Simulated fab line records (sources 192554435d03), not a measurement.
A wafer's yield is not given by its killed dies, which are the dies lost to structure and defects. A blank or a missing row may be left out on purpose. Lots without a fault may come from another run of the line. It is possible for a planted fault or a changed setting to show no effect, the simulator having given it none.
Matching of chambers	flow n5 finfet	N5_BEOL_M0_PRE_CLEAN_131 on cvd co-02 has 3 sister chambers
The step time 15 s. 6 wafers are shown with their chamber, then 10 later ones without.

## WAFERS, EACH WITH ITS CHAMBER
wafer	chamber	heater power w (W)
L087.2	0	86
L091.2	2	99
L091.3	1	129
L091.5	2	97
L090.3	0	85
L090.4	1	130

## WAFERS WITHOUT THEIR CHAMBER
wafer	heater power w (W)
L090.6	98
L093.3	100
L093.5	87
L093.6	100
L095.2	130
L095.5	99
L095.6	84
L097.2	84
L097.3	100
L097.6	130

## THE CHAMBER EACH PASSED THROUGH
wafer	from the rows above	in truth
L090.6	2	2
L093.3	2	2
L093.5	0	0
L093.6	2	2
L095.2	1	1
L095.5	2	2
L095.6	0	0
L097.2	0	0
L097.3	2	2
L097.6	1	1
Correct placement for 10 of the 10. Not placeable from these rows: 0. Placed wrongly: 0.
How it was worked out, from the rows above alone: a wafer's distance from a chamber is the root of the sum, over the readings, of the square of ((its reading less the chamber's mean) divided by the reading's scatter). If the next closest chamber is less than 2 further off than the closest, the wafer can't be placed; otherwise it belongs to the closest. Each chamber's mean is taken over the wafers shown for it. The scatter: take each reading less its chamber's mean, square it, sum over the shown wafers, divide by the number of wafers less the number of chambers, and take the root.
